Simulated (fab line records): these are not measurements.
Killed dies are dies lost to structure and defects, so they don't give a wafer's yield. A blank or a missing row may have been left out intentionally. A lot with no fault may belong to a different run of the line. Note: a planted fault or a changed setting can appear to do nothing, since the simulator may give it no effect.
One fault through the eyes of 2 desks + flow n5_finfet + each desk holds nothing but its own numbers, with what lay behind them at the end

== DESK OF THE TOOL OWNER: rie_diel-03 ==
The tool's own readings at N5_BEOL_M10_VIA_ETCH_34 (etches SiCOH lowk in C4F6/O2, target depth 184.5 nm, time 69.2 s): means of the sampled wafers that have a number, for each lot that ran on this tool. If a lot's mean is further than 4 standard deviations from the usual mean, the lot is out of limits and carries the mark OUT (the distance appears in the brackets).
Columns: A = drypump_motor_current_A at N5_BEOL_M10_VIA_ETCH_34, usual 5.6 A; B = oes_ar_750_au at N5_BEOL_M10_VIA_ETCH_34, usual 0.78 a.u.; C = oes_product_au at N5_BEOL_M10_VIA_ETCH_34, usual 0.78 a.u.; D = rf_vpp_V at N5_BEOL_M10_VIA_ETCH_34, usual 674 V; E = showerhead_plenum_p_Torr at N5_BEOL_M10_VIA_ETCH_34, usual 2.89 Torr; F = throttle_valve_pct at N5_BEOL_M10_VIA_ETCH_34, usual 20.98 %
| lot  | first seen here | A   | B    | C    | D   | E    | F     |
|------|-----------------|-----|------|------|-----|------|-------|
| L957 | day 10 07:12    | 5.6 | 0.76 | 0.77 | 685 | 2.89 | 21.00 |
| L958 | day 10 18:27    | 6.0 | 0.70 | 0.71 | 678 | 2.86 | 21.17 |
| L960 | day 11 06:39    | 5.8 | 0.75 | 0.77 | 676 | 2.88 | 20.96 |
| L969 | day 13 15:51    | 5.8 | 0.84 | 0.98 | 683 | 2.81 | 21.04 |
| L971 | day 14 03:59    | 6.0 | 0.77 | 0.92 | 679 | 2.84 | 21.12 |
This desk found nothing out of limits on any of the 5 lots.

== AT THE METROLOGY DESK ==
Lot by lot, what the gauges showed, no matter which tool ran the lot: averages of those sampled wafers that carry a number. If a lot's mean is further than 4 standard deviations from the usual mean, the lot is out of limits and carries the mark OUT (the distance appears in the brackets).
Columns: A = M10_OVL at N5_BEOL_M10_OVL_MEAS_12, usual 0.2 nm; B = trench_depth_nm at N5_BEOL_M10_OCD_MEAS_38, usual 150 nm
| lot  | first seen here | A    | B   |
|------|-----------------|------|-----|
| L955 | day 9 12:04     | 0.3  | 149 |
| L957 | day 10 03:27    | 0.3  | 154 |
| L958 | day 10 15:29    | 0.4  | 148 |
| L959 | day 10 20:13    | 1.4  | 150 |
| L960 | day 11 04:07    | 0.1  | 151 |
| L969 | day 13 12:34    | -0.0 | 152 |
| L971 | day 14 02:28    | 0.8  | 149 |
| L974 | day 14 15:48    | 1.0  | 151 |
| L975 | day 15 01:28    | 0.6  | 151 |
| L976 | day 15 07:02    | 0.9  | 153 |
| L978 | day 15 17:07    | -0.4 | 148 |
This desk found nothing out of limits on any of the 11 lots.

== PUT TOGETHER ==
The desk of the tool owner found nothing out of limits.
The metrology desk saw nothing out of limits.

== WHAT HAD BEEN PUT IN BY THE SIMULATOR ==
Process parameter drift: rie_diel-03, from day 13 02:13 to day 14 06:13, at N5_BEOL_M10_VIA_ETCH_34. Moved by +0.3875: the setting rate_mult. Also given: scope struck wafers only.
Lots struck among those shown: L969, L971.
